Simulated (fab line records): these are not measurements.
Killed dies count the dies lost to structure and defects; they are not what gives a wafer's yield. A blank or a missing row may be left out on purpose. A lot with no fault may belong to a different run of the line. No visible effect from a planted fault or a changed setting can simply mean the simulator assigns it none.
What tool caused it? || flow n5_finfet || 12 lots, 36 wafers sampled, at 3 steps of a route of 1938

WHAT THE GAUGES READ, wafer by wafer
N5_BEOL_M5_INSPECT_58: inspects for defects (darkfield).
{"lot": "L894", "measured": "day 8 16:46", "on": "defect_inspect-02", "raw_defect_count": "69 77 65"}
{"lot": "L895", "measured": "day 8 21:32", "on": "defect_inspect-02", "raw_defect_count": "78 76 72"}
{"lot": "L897", "measured": "day 8 23:53", "on": "defect_inspect-02", "raw_defect_count": "77 78 53"}
{"lot": "L896", "measured": "day 9 03:12", "on": "defect_inspect-01", "raw_defect_count": "67 96 39"}
{"lot": "L903", "measured": "day 10 19:57", "on": "defect_inspect-01", "raw_defect_count": "65 57 61"}
{"lot": "L901", "measured": "day 10 21:32", "on": "defect_inspect-02", "raw_defect_count": "47 44 30"}
{"lot": "L908", "measured": "day 12 09:39", "on": "defect_inspect-02", "raw_defect_count": "67 87 83"}
{"lot": "L909", "measured": "day 12 13:30", "on": "defect_inspect-02", "raw_defect_count": "94 65 68"}
{"lot": "L910", "measured": "day 12 18:14", "on": "defect_inspect-01", "raw_defect_count": "57 64 55"}
{"lot": "L911", "measured": "day 12 18:31", "on": "defect_inspect-01", "raw_defect_count": "53 73 71"}
{"lot": "L914", "measured": "day 13 10:58", "on": "defect_inspect-02", "raw_defect_count": "84 46 81"}
{"lot": "L915", "measured": "day 14 18:34", "on": "defect_inspect-01", "raw_defect_count": "50 67 55"}

WHICH TOOL RAN EACH LOT (tool, then ch and the chambers of the sampled wafers, then the start)
{"lot": "L894", "N5_BEOL_M5_SPUTTER_83": "pvd_sputter-01, day 8 13:03", "N5_BEOL_M5_CO_CAP_78": "cvd_co-02 ch 1,2, day 8 16:34"}
{"lot": "L895", "N5_BEOL_M5_SPUTTER_83": "pvd_sputter-01, day 8 18:16", "N5_BEOL_M5_CO_CAP_78": "cvd_co-02 ch 0,1,2, day 8 21:20"}
{"lot": "L897", "N5_BEOL_M5_SPUTTER_83": "pvd_sputter-02, day 8 20:23", "N5_BEOL_M5_CO_CAP_78": "cvd_co-01 ch 0,2, day 8 23:40"}
{"lot": "L896", "N5_BEOL_M5_SPUTTER_83": "pvd_sputter-01, day 8 23:56", "N5_BEOL_M5_CO_CAP_78": "cvd_co-02 ch 1,2, day 9 02:59"}
{"lot": "L903", "N5_BEOL_M5_SPUTTER_83": "pvd_sputter-01, day 10 16:42", "N5_BEOL_M5_CO_CAP_78": "cvd_co-02 ch 1,2, day 10 19:44"}
{"lot": "L901", "N5_BEOL_M5_SPUTTER_83": "pvd_sputter-02, day 10 18:00", "N5_BEOL_M5_CO_CAP_78": "cvd_co-02 ch 0,1,2, day 10 21:20"}
{"lot": "L908", "N5_BEOL_M5_SPUTTER_83": "pvd_sputter-02, day 12 05:58", "N5_BEOL_M5_CO_CAP_78": "cvd_co-02 ch 0,2, day 12 09:26"}
{"lot": "L909", "N5_BEOL_M5_SPUTTER_83": "pvd_sputter-03, day 12 10:14", "N5_BEOL_M5_CO_CAP_78": "cvd_co-01 ch 0,1, day 12 13:17"}
{"lot": "L910", "N5_BEOL_M5_SPUTTER_83": "pvd_sputter-02, day 12 14:59", "N5_BEOL_M5_CO_CAP_78": "cvd_co-01 ch 0,1, day 12 18:01"}
{"lot": "L911", "N5_BEOL_M5_SPUTTER_83": "pvd_sputter-03, day 12 15:08", "N5_BEOL_M5_CO_CAP_78": "cvd_co-02 ch 1,2, day 12 18:19"}
{"lot": "L914", "N5_BEOL_M5_SPUTTER_83": "pvd_sputter-03, day 13 07:36", "N5_BEOL_M5_CO_CAP_78": "cvd_co-01 ch 1,2, day 13 10:46"}
{"lot": "L915", "N5_BEOL_M5_SPUTTER_83": "pvd_sputter-01, day 14 09:29", "N5_BEOL_M5_CO_CAP_78": "cvd_co-01 ch 0,1,2, day 14 18:19"}
- N5_BEOL_M5_SPUTTER_83: material Cu, target thk 15 nm, time 27.62 s.
- N5_BEOL_M5_CO_CAP_78: material Co, precursor CCTBA/H2, target thk 2 nm, time 102.1 s.

WHAT THE TOOLS THEMSELVES READ (means of the sampled wafers that have a number; where no wafer has one, the mark that the record gives instead)
N5_BEOL_M5_SPUTTER_83.
{"lot": "L894", "tool": "pvd_sputter-01", "throttle_valve_pct (%)": 29.4}
{"lot": "L895", "tool": "pvd_sputter-01", "throttle_valve_pct (%)": 29.5}
{"lot": "L897", "tool": "pvd_sputter-02", "throttle_valve_pct (%)": 30.2}
{"lot": "L896", "tool": "pvd_sputter-01", "throttle_valve_pct (%)": 29.4}
{"lot": "L903", "tool": "pvd_sputter-01", "throttle_valve_pct (%)": 29.5}
{"lot": "L901", "tool": "pvd_sputter-02", "throttle_valve_pct (%)": 29.4}
{"lot": "L908", "tool": "pvd_sputter-02", "throttle_valve_pct (%)": 29.7}
{"lot": "L909", "tool": "pvd_sputter-03", "throttle_valve_pct (%)": 30.3}
{"lot": "L910", "tool": "pvd_sputter-02", "throttle_valve_pct (%)": 29.1}
{"lot": "L911", "tool": "pvd_sputter-03", "throttle_valve_pct (%)": 30.7}
{"lot": "L914", "tool": "pvd_sputter-03", "throttle_valve_pct (%)": 30.1}
{"lot": "L915", "tool": "pvd_sputter-01", "throttle_valve_pct (%)": 29.0}

N5_BEOL_M5_CO_CAP_78.
{"lot": "L894", "tool": "cvd_co-02", "heater_power_w (W)": 238}
{"lot": "L895", "tool": "cvd_co-02", "heater_power_w (W)": 234}
{"lot": "L897", "tool": "cvd_co-01", "heater_power_w (W)": 244}
{"lot": "L896", "tool": "cvd_co-02", "heater_power_w (W)": 235}
{"lot": "L903", "tool": "cvd_co-02", "heater_power_w (W)": 234}
{"lot": "L901", "tool": "cvd_co-02", "heater_power_w (W)": 231}
{"lot": "L908", "tool": "cvd_co-02", "heater_power_w (W)": 241}
{"lot": "L909", "tool": "cvd_co-01", "heater_power_w (W)": 221}
{"lot": "L910", "tool": "cvd_co-01", "heater_power_w (W)": 238}
{"lot": "L911", "tool": "cvd_co-02", "heater_power_w (W)": 224}
{"lot": "L914", "tool": "cvd_co-01", "heater_power_w (W)": 232}
{"lot": "L915", "tool": "cvd_co-01", "heater_power_w (W)": 237}

THE ANSWER, worked out from the rows above alone
Rule: what is usual is taken from the lots themselves. The widest of any qualifying gaps counts: lots, ordered by their means at a reading, are off when they make up no more than a third of the lots, leave a main group of 4 or more, and stand apart from it by 3 or more times the standard deviation of that group's means. A main group whose means are all the same, to the digits that the tables above print for the reading, isn't used. Also off: a lot with no number at a reading for which 4 or more lots have one. All remaining lots with rows at the step are treated as sound. First the gauges in route order, then the tools' own readings, where a lot's mean is used as printed above. The first step at which some lot is off is used, and at that step the reading that is off furthest; a lot without a number counts as furthest.
No lot is off at any reading shown: from this, nothing can be told.

WHAT HAD BEEN PUT IN BY THE SIMULATOR
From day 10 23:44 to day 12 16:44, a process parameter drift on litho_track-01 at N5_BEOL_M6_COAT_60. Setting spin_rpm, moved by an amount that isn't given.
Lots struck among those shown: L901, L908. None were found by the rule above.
